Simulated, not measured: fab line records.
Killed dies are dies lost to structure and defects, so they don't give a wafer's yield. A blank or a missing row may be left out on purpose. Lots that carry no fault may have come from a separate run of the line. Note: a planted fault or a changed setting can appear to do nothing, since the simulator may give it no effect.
Which tool was responsible? ; flow n5 finfet ; 24 lots with 72 wafers sampled at 3 steps, on a route of 1938 steps

== WHAT THE GAUGES SHOWED, per wafer ==
N5_BEOL_M3_OCD_MEAS_38.
lot;measured;on;trench depth nm (nm)
L074;day 8 18:30;ocd-02;55.6 55.5 54.6
L075;day 8 22:46;ocd-02;56.3 53.3 55.2
L076;day 9 15:36;ocd-01;57.0 56.3 59.4
L077;day 9 20:56;ocd-02;60.5 60.8 56.3
L078;day 10 14:44;ocd-02;54.7 55.5 56.0
L079;day 10 10:27;ocd-02;60.5 56.5 56.5
L080;day 10 07:23;ocd-02;54.8 54.5 54.6
L081;day 10 08:38;ocd-02;55.0 55.5 55.0
L083;day 10 20:02;ocd-01;55.9 55.8 53.0
L082;day 11 05:58;ocd-02;55.4 55.9 55.0
L084;day 11 10:25;ocd-02;54.5 53.4 56.4
L085;day 11 10:37;ocd-01;56.0 56.4 55.5
L086;day 11 14:35;ocd-02;56.9 55.5 55.9
L088;day 11 18:28;ocd-01;55.4 53.8 56.1
L089;day 11 21:52;ocd-01;54.1 55.9 56.5
L087;day 12 12:43;ocd-01;56.0 55.9 55.8
L091;day 12 19:27;ocd-02;55.8 55.6 57.6
L090;day 13 06:50;ocd-02;55.7 60.2 55.8
L092;day 13 17:01;ocd-02;55.2 57.9 55.5
L093;day 13 12:04;ocd-02;59.8 56.1 60.7
L094;day 14 10:31;ocd-01;56.9 55.5 55.4
L097;day 14 18:55;ocd-02;56.1 55.6 55.7
L095;day 15 01:24;ocd-01;56.1 60.2 57.0
L096;day 15 02:41;ocd-01;56.6 56.5 59.1

== WHAT TOOL EACH LOT RAN ON (gives the tool, then ch and the chambers of the sampled wafers, and finally the start) ==
lot;N5_BEOL_M3_HM_OPEN_17;N5_BEOL_M3_ETCH_41
L074;rie metal-01 ch 0,1, day 8 06:47;rie diel-06 ch 0,2,3, day 8 18:30 or earlier
L075;rie metal-02 ch 0, day 8 16:02;rie diel-06 ch 0,1,3, day 8 22:46 or earlier
L076;rie metal-03 ch 0,1, day 9 03:23;rie diel-03 ch 0,2,3, day 9 15:36 or earlier
L077;rie metal-03 ch 0,1, day 9 10:26;rie diel-03 ch 0,1, day 9 20:56 or earlier
L078;rie metal-01 ch 0, day 9 16:15;rie diel-06 ch 0,2, day 10 14:44 or earlier
L079;rie metal-01 ch 0, day 10 02:06;rie diel-03 ch 0,1,3, day 10 10:27 or earlier
L080;rie metal-01 ch 0, day 10 02:22;rie diel-02 ch 0,3, day 10 07:23 or earlier
L081;rie metal-02 ch 0,1, day 10 06:40;rie diel-02 ch 1,3, day 10 08:38 or earlier
L083;rie metal-02 ch 0,1, day 10 08:02;rie diel-06 ch 0,1,2, day 10 20:02 or earlier
L082;rie metal-02 ch 0, day 10 14:50;rie diel-02 ch 1,3, day 11 05:58 or earlier
L084;rie metal-03 ch 0,1, day 10 21:00;rie diel-06 ch 1,2,3, day 11 10:25 or earlier
L085;rie metal-02 ch 0, day 11 01:35;rie diel-03 ch 1,2,3, day 11 10:37 or earlier
L086;rie metal-01 ch 0,1, day 11 01:50;rie diel-02 ch 1,3, day 11 14:35 or earlier
L088;rie metal-03 ch 0,1, day 11 10:52;rie diel-06 ch 0,1,2, day 11 18:28 or earlier
L089;rie metal-01 ch 1, day 11 10:56;rie diel-06 ch 0,1, day 11 21:52 or earlier
L087;rie metal-02 ch 0, day 12 03:56;rie diel-06 ch 0,3, day 12 12:43 or earlier
L091;rie metal-03 ch 0,1, day 12 18:01;rie diel-02 ch 0,2,3, day 12 19:27 or earlier
L090;rie metal-02 ch 0,1, day 12 18:16;rie diel-03 ch 0,3, day 13 06:50 or earlier
L092;rie metal-01 ch 0,1, day 13 05:39;rie diel-06 ch 0,1,3, day 13 17:01 or earlier
L093;rie metal-03 ch 0,1, day 13 06:55;rie diel-03 ch 0,3, day 13 12:04 or earlier
L094;rie metal-01 ch 0,1, day 14 05:48;rie diel-02 ch 0,2,3, day 14 10:31 or earlier
L097;rie metal-01 ch 0,1, day 14 11:05;rie diel-02 ch 0,2,3, day 14 18:55 or earlier
L095;rie metal-02 ch 0,1, day 14 11:17;rie diel-03 ch 0,1,3, day 15 01:24 or earlier
L096;rie metal-01 ch 0,1, day 14 12:39;rie diel-03 ch 0,2,3, day 15 02:41 or earlier
- N5_BEOL_M3_HM_OPEN_17: chemistry Cl2/BCl3, target TiN, target depth 20 nm, overetch 6 nm.
- N5_BEOL_M3_ETCH_41: etches SiCN in CH3F/O2, target depth 29.9 nm, time 52.5 s.

== WHAT THE TOOLS THEMSELVES READ (means of the sampled wafers that have a number; where no wafer has one, the mark that the record gives instead) ==
N5_BEOL_M3_HM_OPEN_17.
lot;tool;chamber pressure mTorr (mTorr);drypump motor current A (A);oes product au (a.u.);throttle valve pct (%)
L074;rie metal-01;10.005;5.3;0.63;22.13
L075;rie metal-02;9.999;6.1;0.60;22.62
L076;rie metal-03;10.007;5.6;0.64;22.04
L077;rie metal-03;9.992;5.7;0.65;21.92
L078;rie metal-01;9.999;5.0;0.68;22.05
L079;rie metal-01;10.008;5.0;0.67;22.07
L080;rie metal-01;10.001;5.0;0.67;22.06
L081;rie metal-02;10.005;6.0;0.54;22.41
L083;rie metal-02;9.999;6.1;0.57;22.52
L082;rie metal-02;10.001;6.2;0.60;22.61
L084;rie metal-03;10.005;5.6;0.64;22.04
L085;rie metal-02;9.996;6.2;0.59;22.61
L086;rie metal-01;10.002;5.6;0.77;21.85
L088;rie metal-03;9.998;5.7;0.64;21.95
L089;rie metal-01;10.002;5.9;0.81;21.76
L087;rie metal-02;10.012;6.2;0.59;22.63
L091;rie metal-03;9.995;5.6;0.63;22.04
L090;rie metal-02;9.997;6.1;0.65;22.52
L092;rie metal-01;10.001;5.6;0.73;21.87
L093;rie metal-03;10.004;5.7;0.63;22.05
L094;rie metal-01;10.006;5.6;0.72;21.86
L097;rie metal-01;10.008;5.3;0.68;21.98
L095;rie metal-02;10.004;6.1;0.69;22.41
L096;rie metal-01;10.007;5.6;0.71;21.89

N5_BEOL_M3_ETCH_41.
lot;tool;chamber pressure mTorr (mTorr);drypump motor current A (A);oes product au (a.u.);rf vpp V (V);showerhead plenum p Torr (Torr);throttle valve pct (%)
L074;rie diel-06;30.019;5.6;0.86;297.2;2.01;16.07
L075;rie diel-06;30.002;5.7;0.80;298.6;2.00;16.22
L076;rie diel-03;29.960;5.8;0.87;299.0;2.08;16.04
L077;rie diel-03;29.993;6.1;0.79;298.5;2.02;16.21
L078;rie diel-06;30.008;5.9;0.82;297.6;2.03;16.06
L079;rie diel-03;30.038;5.7;0.82;298.7;2.06;16.32
L080;rie diel-02;29.996;5.8;0.69;298.2;2.01;16.56
L081;rie diel-02;29.977;5.7;0.75;298.1;2.02;16.24
L083;rie diel-06;30.006;5.6;0.77;298.4;2.04;16.18
L082;rie diel-02;30.011;5.7;0.74;297.4;2.02;16.25
L084;rie diel-06;30.007;5.3;0.79;297.2;2.01;16.22
L085;rie diel-03;29.984;5.7;0.81;298.1;2.09;16.37
L086;rie diel-02;29.997;5.6;0.75;296.9;1.97;16.22
L088;rie diel-06;29.999;5.6;0.77;297.3;2.03;16.19
L089;rie diel-06;30.031;6.0;0.74;298.2;2.01;16.22
L087;rie diel-06;30.012;6.0;0.81;297.7;1.98;16.17
L091;rie diel-02;30.017;5.7;0.82;296.7;1.96;16.34
L090;rie diel-03;29.995;5.5;0.85;298.8;2.08;16.17
L092;rie diel-06;29.991;5.7;0.88;297.2;1.99;16.09
L093;rie diel-03;29.999;5.8;0.82;298.8;2.04;16.07
L094;rie diel-02;30.003;5.8;0.80;295.5;1.96;16.38
L097;rie diel-02;30.003;5.8;0.80;296.4;1.96;16.38
L095;rie diel-03;30.000;5.7;0.87;298.0;2.05;16.22
L096;rie diel-03;30.015;5.9;0.82;298.7;2.06;16.12

== THE ANSWER, worked out from the rows above alone ==
Rule: what is usual is taken from the lots themselves. The widest of any qualifying gaps counts: lots, ordered by their means at a reading, are off when they make up no more than a third of the lots, leave a main group of 4 or more, and stand apart from it by 3 or more times the standard deviation of that group's means. Not used: any main group whose means are identical at the precision the tables above print for the reading. Also off: a lot with no number at a reading for which 4 or more lots have one. The other lots that the step has rows for count as sound. Order of review: gauges by route order, followed by the tools' own readings, for which a lot's mean as printed above is used. The first step at which some lot is off is used, and at that step the reading that is off furthest; a lot without a number counts as furthest.
No lot is off on any of the readings shown, so nothing can be concluded from this.

== WHAT WAS PUT IN BY THE SIMULATOR ==
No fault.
